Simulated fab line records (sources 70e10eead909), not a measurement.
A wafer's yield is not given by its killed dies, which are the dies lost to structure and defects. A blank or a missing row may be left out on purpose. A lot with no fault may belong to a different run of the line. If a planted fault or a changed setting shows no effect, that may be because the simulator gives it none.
A lot that was struck, set against a sound lot    flow nandHarc    14 out of 1159 route steps
Sound: the wafers L875.2, L875.4, L875.5. Wafers L882.2, L882.3, L882.4 were the ones struck. The cause comes at the end.
Order at every step that has rows: each side's tool, ch and its chambers, its first start. Under that, the readings that differ: sound wafers    struck wafers    difference of the means    sigmas: that difference in standard deviations of wafers without a fault.
alike: a reading whose means differ by less than 2 such deviations, as well as words and numbers matching on both sides. not compared: withheld readings; readings where some wafer has no value; bounds like >300 that might hide an equal value; numbers whose values overlap and for which the record gives no deviation.
A row with sigmas, a row that says differs or no value, or rows on one side alone: a step with any of these is where the two part. Numbers that have no deviation but don't overlap get no sigmas and don't part them. Lack of a reading on every wafer of one side parts them only where that side has two or more wafers.

NHARC_P_M1_CMP_23: polishes, t overpolish 20 s, target thk 157.82 nm.
  sound on cmp-04 ch 0,1,3, day 9 17:38; struck on cmp-02 ch 0,1,2, day 10 23:39
  alike: motorCurrentA, timeToEndpointS
NHARC_P_M1_THK_MEAS_24: measures by xrf.
  sound: filmMetro-01 at day 9 17:55; struck: filmMetro-01 at day 10 23:58
  alike: thkNm
following that, these wafers have no rows for 1 step: NHARC_P_M1_SRD_25.
NHARC_P_M1_INSPECT_27:
  sound: defectInspect-01 at day 9 18:04; struck: defectInspect-01 at day 11 00:08
  alike: rawDefectCount
NHARC_P_M1_PRE_CLEAN_32: time 12 s.
  sound on pecvd-02 ch 0,2, day 9 18:10; struck on pecvd-03 ch 0,1,2, day 11 00:11
  alike: heaterPowerW
NHARC_P_M1_DEP_33: deposits SiCN, target thk 30 nm.
  sound on pecvd-02 ch 0,2, day 9 18:18; struck on pecvd-03 ch 0,1,2, day 11 00:16
  alike: heaterPowerW
then, 5 steps without rows for these wafers: NHARC_P_M2_DEP_00 (deposits SiOC, target thk 182.5 nm); NHARC_P_M2_DEHYDRATE_01 (time 120 s); NHARC_P_M2_HMDS_02 (time 30 s); NHARC_P_M2_COAT_34 (time 65 s); NHARC_P_M2_COAT_03 (resist thk 90 nm).
NHARC_P_M2_SOFTBAKE_04: time 55 s.
  sound on lithoTrack-06 ch 0, day 9 19:00; struck on lithoTrack-06 ch 0, day 11 01:00
reading                sound                 struck                difference  sigmas
heaterPowerTotalW (W)  188.59 188.44 188.40  323.18 322.95 323.30  +134.67     +99 or more
  alike: exhaustPa
following that, these wafers have no rows for 1 step: NHARC_P_M2_EBR_05.
-- the record jumps here: 14 days lie between the struck wafers' starts before and after (it left off in module P_M2 and takes up again in module END, whose first step shown is number 1159 of the route) --
NHARC_END_SORT_01:
  here the record holds rows for the struck wafers (prober-01 ch 0, day 24 15:10) but none for the sound ones

== WHERE THEY PART ==
Earliest at NHARC_P_M2_SOFTBAKE_04; latest, in this record, at NHARC_END_SORT_01.

WHY: what the simulator had put in
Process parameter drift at NHARC_P_M2_SOFTBAKE_04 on lithoTrack-06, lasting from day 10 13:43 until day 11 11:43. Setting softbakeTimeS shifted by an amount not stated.
